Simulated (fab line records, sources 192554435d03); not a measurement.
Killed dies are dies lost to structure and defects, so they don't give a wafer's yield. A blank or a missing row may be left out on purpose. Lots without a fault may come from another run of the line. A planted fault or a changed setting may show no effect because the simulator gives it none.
Which tool did it? | flow n5_finfet | 9 lots, 27 wafers sampled, at 5 steps of a route of 1938

WHAT THE GAUGES READ, wafer by wafer
N5_BEOL_M4_RC_MEAS_101. Usual: DIBL_N 37.5 mV/V, standard deviation 2.5; DIBL_P 38 mV/V, standard deviation 3.1; IOFF_N 0.19 nA/um, standard deviation 0.059; IOFF_P 0.24 nA/um, standard deviation 0.061; ION_N 679 uA/um, standard deviation 16; ION_P 465 uA/um, standard deviation 9.8; SS_N 72.0 mV/dec, standard deviation 0.8; SS_P 73.7 mV/dec, standard deviation 0.86; VT_N 248 mV, standard deviation 4.5; VT_P -249 mV, standard deviation 3.5.
lot  | measured     | on        | DIBL_N (mV/V)  | DIBL_P (mV/V) | IOFF_N (nA/um) | IOFF_P (nA/um) | ION_N (uA/um) | ION_P (uA/um) | SS_N (mV/dec)  | SS_P (mV/dec)  | VT_N (mV)   | VT_P (mV)      | flag
L629 | day 7 19:21  | prober-02 | 34.1 37.8 39.7 | 36 37 40      | 0.12 0.18 0.23 | 0.20 0.22 0.27 | 659 678 679   | 459 466 459   | 70.6 72.3 72.7 | 72.8 73.5 74.2 | 254 251 248 | -249 -250 -245 |
L630 | day 8 02:04  | prober-02 | 37.3 37.3 37.4 | 38 40 38      | 0.18 0.19 0.18 | 0.23 0.27 0.22 | 677 675 676   | 459 465 460   | 72.0 72.5 72.6 | 73.5 74.2 73.8 | 250 248 255 | -250 -248 -252 |
L633 | day 8 20:35  | prober-02 | 37.5 41.0 37.7 | 38 43 38      | 0.19 0.31 0.18 | 0.24 0.37 0.25 | 679 711 683   | 463 480 469   | 71.3 72.8 72.1 | 73.4 75.0 73.4 | 249 238 248 | -248 -242 -247 |
L636 | day 10 05:40 | prober-02 | 35.9 37.2 33.6 | 37 37 34      | 0.16 0.19 0.11 | 0.20 0.20 0.17 | 667 680 659   | 459 461 451   | 72.3 72.0 70.9 | 73.8 73.0 73.0 | 251 249 255 | -252 -251 -254 |
L640 | day 11 12:04 | prober-02 | 39.0 36.6 42.2 | 40 38 45      | 0.23 0.17 0.37 | 0.28 0.24 0.43 | 694 672 714   | 469 463 484   | 71.8 71.9 72.8 | 73.5 73.4 74.8 | 244 249 238 | -247 -248 -242 |
L642 | day 11 17:02 | prober-02 | 37.5 36.4 36.5 | 37 34 35      | 0.20 0.16 0.18 | 0.30 0.23 0.26 | 706 689 684   | 489 470 479   | 70.9 72.0 71.7 | 73.4 72.9 72.7 | 242 249 249 | -244 -248 -244 |
L643 | day 11 19:13 | prober-02 | 35.8 36.5 38.3 | 36 37 38      | 0.13 0.14 0.19 | 0.21 0.21 0.27 | 659 658 682   | 465 455 471   | 71.9 71.5 72.0 | 73.3 73.3 74.3 | 256 252 248 | -249 -250 -248 |
L647 | day 12 20:11 | prober-02 | 34.5 36.0 39.9 | 35 35 40      | 0.14 0.14 0.24 | 0.21 0.20 0.28 | 668 668 696   | 462 459 475   | 70.9 71.2 71.8 | 73.5 73.8 74.1 | 249 251 244 | -249 -250 -246 |
L650 | day 13 22:26 | prober-01 | 38.6 39.0 39.9 | 42 39 41      | 0.21 0.20 0.23 | 0.29 0.23 0.26 | 685 676 687   | 475 455 466   | 72.0 71.8 72.2 | 74.4 74.7 74.6 | 247 247 245 | -249 -251 -249 |

WHICH TOOL RAN EACH LOT (tool, then ch and the chambers of the sampled wafers, then the start)
lot  | N5_BEOL_M3_HM_OPEN_17             | N5_BEOL_M3_ALD_98                 | N5_BEOL_M3_ETCHBACK_99             | N5_BEOL_M3_VIA_ETCH_34
L629 | rie_metal-02 ch 0,1, day 7 00:47  | ald_sin-02 ch 1,3, day 7 01:45    | rie_diel-06 ch 0,2,3, day 7 01:52  | rie_diel-06 ch 0,2,3, day 7 02:00
L630 | rie_metal-01 ch 0,1, day 7 02:56  | ald_sin-04 ch 0,3, day 7 04:14    | rie_diel-06 ch 0,2,3, day 7 09:34  | rie_diel-06 ch 0,2,3, day 7 09:42
L633 | rie_metal-02 ch 0,1, day 8 01:55  | ald_sin-01 ch 0,1, day 8 02:58    | rie_diel-06 ch 0,2, day 8 06:29    | rie_diel-06 ch 0,2, day 8 06:38
L636 | rie_metal-01 ch 0,1, day 8 21:02  | ald_sin-01 ch 0,2,3, day 8 22:10  | rie_diel-04 ch 0,1, day 9 10:39    | rie_diel-04 ch 0,1, day 9 10:47
L640 | rie_metal-02 ch 0,1, day 10 16:07 | ald_sin-01 ch 2,3, day 10 17:14   | rie_diel-06 ch 0,2,3, day 10 19:36 | rie_diel-06 ch 0,2,3, day 10 19:44
L642 | rie_metal-02 ch 0,1, day 10 16:41 | ald_sin-01 ch 0,2,3, day 10 17:34 | rie_diel-06 ch 0,3, day 10 23:02   | rie_diel-06 ch 0,3, day 10 23:10
L643 | rie_metal-01 ch 0, day 10 20:52   | ald_sin-01 ch 0,3, day 10 21:47   | rie_diel-04 ch 0,1,2, day 10 23:05 | rie_diel-04 ch 0,1,2, day 10 23:13
L647 | rie_metal-03 ch 0,1, day 11 15:50 | ald_sin-01 ch 2,3, day 11 16:37   | rie_diel-02 ch 0,2,3, day 12 08:24 | rie_diel-02 ch 0,2,3, day 12 08:32
L650 | rie_metal-03 ch 0,1, day 12 23:53 | ald_sin-01 ch 2,3, day 13 00:51   | rie_diel-02 ch 0,2,3, day 13 01:34 | rie_diel-02 ch 0,2,3, day 13 01:42
- N5_BEOL_M3_HM_OPEN_17: chemistry Cl2/BCl3, target TiN, target depth 20 nm, overetch 6 nm.
- N5_BEOL_M3_ALD_98: deposits SiO2, target thk 2.5 nm, pulse time 1 s, co reactant pulse time 1 s.
- N5_BEOL_M3_ETCHBACK_99: etches SiO2 in CHF3, target depth 5 nm, time 10.4 s.
- N5_BEOL_M3_VIA_ETCH_34: etches the open film in C4F6/O2, target depth 69.4 nm, time 65.9 s.

WHAT THE TOOLS THEMSELVES READ (means of the sampled wafers that have a number; where no wafer has one, the mark that the record gives instead)
N5_BEOL_M3_HM_OPEN_17. Usual: drypump_motor_current_A 5.8 A, standard deviation 0.56; mfc_cl2_sccm 53.23 sccm, standard deviation 0.15; oes_product_au 0.62 a.u., standard deviation 0.1; throttle_valve_pct 22.20 %, standard deviation 0.27.
lot  | tool         | drypump_motor_current_A (A) | mfc_cl2_sccm (sccm) | oes_product_au (a.u.) | throttle_valve_pct (%) | flag
L629 | rie_metal-02 | 6.3                         | 53.19               | 0.52                  | 22.22                  |
L630 | rie_metal-01 | 5.5                         | 53.21               | 0.65                  | 21.88                  |
L633 | rie_metal-02 | 6.4                         | 53.10               | 0.52                  | 22.31                  |
L636 | rie_metal-01 | 5.1                         | 53.27               | 0.60                  | 21.92                  |
L640 | rie_metal-02 | 6.4                         | 53.15               | 0.71                  | 22.11                  |
L642 | rie_metal-02 | 6.4                         | 53.18               | 0.69                  | 22.13                  |
L643 | rie_metal-01 | 4.8                         | 53.19               | 0.56                  | 21.99                  |
L647 | rie_metal-03 | 5.6                         | 53.22               | 0.67                  | 22.39                  |
L650 | rie_metal-03 | 5.6                         | 53.15               | 0.66                  | 22.40                  |

N5_BEOL_M3_ALD_98. Usual: heater_power_w 79 W, standard deviation 7.7; precursor_pulse_height_rel 1.001, standard deviation 0.018; susceptor_temp_C 100.00 C, standard deviation 0.12.
lot  | tool       | heater_power_w (W) | precursor_pulse_height_rel | susceptor_temp_C (C) | flag
L629 | ald_sin-02 | 76                 | 1.002                      | 99.89                |
L630 | ald_sin-04 | 73                 | 0.993                      | 99.97                |
L633 | ald_sin-01 | 85                 | 1.013                      | 100.19               |
L636 | ald_sin-01 | 81                 | 1.005                      | 99.96                |
L640 | ald_sin-01 | 78                 | 0.988                      | 99.98                |
L642 | ald_sin-01 | 82                 | 1.011                      | 99.92                |
L643 | ald_sin-01 | 83                 | 0.997                      | 100.04               |
L647 | ald_sin-01 | 70                 | 1.013                      | 95.18                | OFF
L650 | ald_sin-01 | 74                 | 0.993                      | 97.54                | OFF

N5_BEOL_M3_ETCHBACK_99. Usual: drypump_motor_current_A 5.5 A, standard deviation 0.36; oes_product_au 0.79 a.u., standard deviation 0.084; rf_vpp_V 245 V, standard deviation 7.5; showerhead_plenum_p_Torr 2.16 Torr, standard deviation 0.073; throttle_valve_pct 17.08 %, standard deviation 0.19.
lot  | tool        | drypump_motor_current_A (A) | oes_product_au (a.u.) | rf_vpp_V (V) | showerhead_plenum_p_Torr (Torr) | throttle_valve_pct (%) | flag
L629 | rie_diel-06 | 5.6                         | 0.81                  | 245          | 2.23                            | 16.95                  |
L630 | rie_diel-06 | 5.6                         | 0.80                  | 245          | 2.23                            | 16.96                  |
L633 | rie_diel-06 | 5.8                         | 0.76                  | 239          | 2.21                            | 17.10                  |
L636 | rie_diel-04 | 5.2                         | 0.73                  | 253          | 2.11                            | 17.21                  |
L640 | rie_diel-06 | 5.6                         | 0.78                  | 245          | 2.22                            | 16.99                  |
L642 | rie_diel-06 | 5.3                         | 0.81                  | 249          | 2.27                            | 16.98                  |
L643 | rie_diel-04 | 5.4                         | 0.74                  | 246          | 2.09                            | 17.14                  |
L647 | rie_diel-02 | 5.4                         | 0.90                  | 242          | 2.17                            | 17.03                  |
L650 | rie_diel-02 | 5.4                         | 0.90                  | 242          | 2.17                            | 17.03                  |

N5_BEOL_M3_VIA_ETCH_34. Usual: drypump_motor_current_A 5.6 A, standard deviation 0.36; oes_product_au 0.79 a.u., standard deviation 0.084; rf_vpp_V 677 V, standard deviation 20; showerhead_plenum_p_Torr 2.85 Torr, standard deviation 0.093; throttle_valve_pct 30.77 %, standard deviation 0.29.
lot  | tool        | drypump_motor_current_A (A) | oes_product_au (a.u.) | rf_vpp_V (V) | showerhead_plenum_p_Torr (Torr) | throttle_valve_pct (%) | flag
L629 | rie_diel-06 | 5.6                         | 0.80                  | 679          | 2.94                            | 30.58                  |
L630 | rie_diel-06 | 5.6                         | 0.80                  | 679          | 2.93                            | 30.60                  |
L633 | rie_diel-06 | 5.7                         | 0.76                  | 664          | 2.92                            | 30.82                  |
L636 | rie_diel-04 | 5.2                         | 0.73                  | 696          | 2.79                            | 30.98                  |
L640 | rie_diel-06 | 5.6                         | 0.78                  | 679          | 2.92                            | 30.60                  |
L642 | rie_diel-06 | 5.3                         | 0.80                  | 688          | 2.99                            | 30.66                  |
L643 | rie_diel-04 | 5.5                         | 0.73                  | 681          | 2.76                            | 30.84                  |
L647 | rie_diel-02 | 5.4                         | 0.90                  | 667          | 2.87                            | 30.87                  |
L650 | rie_diel-02 | 5.4                         | 0.89                  | 667          | 2.86                            | 30.88                  |

THE ANSWER, worked out from the rows above alone
Rule: a lot is off if the mean of its wafers that have a number lies more than 3 standard deviations from the usual mean. A lot without any number at a reading at which 4 lots or more have one is off too. The other lots that the step has rows for count as sound. The gauges are gone through in route order, then the tools' own readings, and for those a lot's mean is taken as printed above. The first step at which some lot is off is used, and at that step the reading that is off furthest; a lot without a number counts as furthest.
Off: L647, L650, at N5_BEOL_M3_ALD_98 (susceptor_temp_C).
A tool fits if, at that step or a process step before it, it ran every lot that is off, and no sound lot after the first of them. Can't be told from this: 2 tools fit, rie_metal-03 at N5_BEOL_M3_HM_OPEN_17, ald_sin-01 at N5_BEOL_M3_ALD_98.

WHAT THE SIMULATOR HAD PUT IN
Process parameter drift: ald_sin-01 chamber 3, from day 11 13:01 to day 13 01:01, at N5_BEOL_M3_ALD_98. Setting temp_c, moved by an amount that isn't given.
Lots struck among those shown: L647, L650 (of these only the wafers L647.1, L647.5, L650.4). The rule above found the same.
